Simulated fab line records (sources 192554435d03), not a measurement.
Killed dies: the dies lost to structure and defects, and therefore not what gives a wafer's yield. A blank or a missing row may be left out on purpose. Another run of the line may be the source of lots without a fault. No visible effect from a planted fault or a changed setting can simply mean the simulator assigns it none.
Split-lot experiment :: flow n5 finfet :: 21 wafers read from 7 lots, route of 1938 steps

THE SPLIT ITSELF
At N5_SD_EPI_P_COAT_34 (time 60 s, resist thk 350 nm), the setting spin rpm was moved away from the recipe's 1500 rpm on 3 of the 21 wafers read, by -4.2% to +4.2%. For the rest of the wafers, this setting stayed at what the recipe calls for.

The reading comes from the split's own step.

THE READING
SOC_of_SD_EPI_P_COAT_34.thk nm (the simulator's own value, which no gauge read), in nm, at N5_SD_EPI_P_COAT_34 (time 60 s, resist thk 350 nm). No usual value for it is given in the file. The 18 wafers here that ran the recipe average 349.7 nm, standard deviation 0.96 nm.

wafer: L074.3
tool, chamber at the split: litho track-01, 0
spin rpm as run, rpm: 1563
against the recipe: +4.2%
SOC_of_SD_EPI_P_COAT_34.thk nm, nm: 342.4
against lot-mates on the recipe: -5.4

wafer: L074.4
tool, chamber at the split: litho track-01, 0
spin rpm as run, rpm: 1563
against the recipe: +4.2%
SOC_of_SD_EPI_P_COAT_34.thk nm, nm: 339.4
against lot-mates on the recipe: -8.4

wafer: L074.6
tool, chamber at the split: litho track-01, 0
spin rpm as run, rpm: 1500
against the recipe: recipe
SOC_of_SD_EPI_P_COAT_34.thk nm, nm: 347.8
against lot-mates on the recipe: -

wafer: L075.1
tool, chamber at the split: litho track-04, 0
spin rpm as run, rpm: 1500
against the recipe: recipe
SOC_of_SD_EPI_P_COAT_34.thk nm, nm: 349.2
against lot-mates on the recipe: -

wafer: L075.3
tool, chamber at the split: litho track-04, 0
spin rpm as run, rpm: 1500
against the recipe: recipe
SOC_of_SD_EPI_P_COAT_34.thk nm, nm: 349
against lot-mates on the recipe: -

wafer: L075.4
tool, chamber at the split: litho track-04, 0
spin rpm as run, rpm: 1500
against the recipe: recipe
SOC_of_SD_EPI_P_COAT_34.thk nm, nm: 349.4
against lot-mates on the recipe: -

wafer: L079.1
tool, chamber at the split: litho track-01, 0
spin rpm as run, rpm: 1500
against the recipe: recipe
SOC_of_SD_EPI_P_COAT_34.thk nm, nm: 348.6
against lot-mates on the recipe: -

wafer: L079.3
tool, chamber at the split: litho track-01, 0
spin rpm as run, rpm: 1500
against the recipe: recipe
SOC_of_SD_EPI_P_COAT_34.thk nm, nm: 349
against lot-mates on the recipe: -

wafer: L079.6
tool, chamber at the split: litho track-01, 0
spin rpm as run, rpm: 1500
against the recipe: recipe
SOC_of_SD_EPI_P_COAT_34.thk nm, nm: 350
against lot-mates on the recipe: -

wafer: L083.2
tool, chamber at the split: litho track-04, 0
spin rpm as run, rpm: 1500
against the recipe: recipe
SOC_of_SD_EPI_P_COAT_34.thk nm, nm: 349.6
against lot-mates on the recipe: -

wafer: L083.4
tool, chamber at the split: litho track-04, 0
spin rpm as run, rpm: 1500
against the recipe: recipe
SOC_of_SD_EPI_P_COAT_34.thk nm, nm: 348.8
against lot-mates on the recipe: -

wafer: L083.6
tool, chamber at the split: litho track-04, 0
spin rpm as run, rpm: 1500
against the recipe: recipe
SOC_of_SD_EPI_P_COAT_34.thk nm, nm: 350.2
against lot-mates on the recipe: -

wafer: L087.1
tool, chamber at the split: litho track-04, 0
spin rpm as run, rpm: 1500
against the recipe: recipe
SOC_of_SD_EPI_P_COAT_34.thk nm, nm: 350.2
against lot-mates on the recipe: -

wafer: L087.4
tool, chamber at the split: litho track-04, 0
spin rpm as run, rpm: 1500
against the recipe: recipe
SOC_of_SD_EPI_P_COAT_34.thk nm, nm: 349.2
against lot-mates on the recipe: -

wafer: L087.6
tool, chamber at the split: litho track-04, 0
spin rpm as run, rpm: 1500
against the recipe: recipe
SOC_of_SD_EPI_P_COAT_34.thk nm, nm: 350.4
against lot-mates on the recipe: -

wafer: L090.3
tool, chamber at the split: litho track-01, 0
spin rpm as run, rpm: 1437
against the recipe: -4.2%
SOC_of_SD_EPI_P_COAT_34.thk nm, nm: 357.4
against lot-mates on the recipe: +7.6

wafer: L090.4
tool, chamber at the split: litho track-01, 0
spin rpm as run, rpm: 1500
against the recipe: recipe
SOC_of_SD_EPI_P_COAT_34.thk nm, nm: 350
against lot-mates on the recipe: -

wafer: L090.5
tool, chamber at the split: litho track-01, 0
spin rpm as run, rpm: 1500
against the recipe: recipe
SOC_of_SD_EPI_P_COAT_34.thk nm, nm: 349.6
against lot-mates on the recipe: -

wafer: L091.2
tool, chamber at the split: litho track-01, 0
spin rpm as run, rpm: 1500
against the recipe: recipe
SOC_of_SD_EPI_P_COAT_34.thk nm, nm: 351.2
against lot-mates on the recipe: -

wafer: L091.5
tool, chamber at the split: litho track-01, 0
spin rpm as run, rpm: 1500
against the recipe: recipe
SOC_of_SD_EPI_P_COAT_34.thk nm, nm: 351.2
against lot-mates on the recipe: -

wafer: L091.6
tool, chamber at the split: litho track-01, 0
spin rpm as run, rpm: 1500
against the recipe: recipe
SOC_of_SD_EPI_P_COAT_34.thk nm, nm: 351.6
against lot-mates on the recipe: -

FIT RESULTS
A straight line over all 21 wafers: SOC_of_SD_EPI_P_COAT_34.thk nm changes by -2 nm for each +1% of spin rpm; r = -0.95; the points scatter about the line by 1.1 nm.
The same after taking each lot's own level away (the mean of its wafers on the recipe; 21 wafers): -1.7 nm for each +1%; r = -0.97; scatter 0.65 nm.
On that fit, the largest move of spin rpm shifts the reading by 7.1 nm.
From 347.80 to 351.33 nm: that is the span of the lots' own levels, equal to 3.7 times the standard deviation above.
Hence the slope depends on the lot-to-lot level, as the two fits are not the same.
Check: for one of the wafers moved furthest among these (+4.2%), held out of the fit, the line's prediction against its lot-mates is -8.04 nm. It came out at -5.4 nm against them.

FURTHER SPLITS ON THESE WAFERS
Before the reading, these wafers also passed through other splits. Each is held against what the fit with the lots' levels taken away leaves over:
other split on the same wafers: N5_SD_EPI_N_EPI_21 time s
wafers away from the commonest value: 6
r with SOC_of_SD_EPI_P_COAT_34.thk nm (lot level and that fit taken away): +0.05

FILE'S OWN FIT
SOC_of_SD_EPI_P_COAT_34.thk nm changes by -1.73 nm for each +1% of spin rpm, r = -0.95.
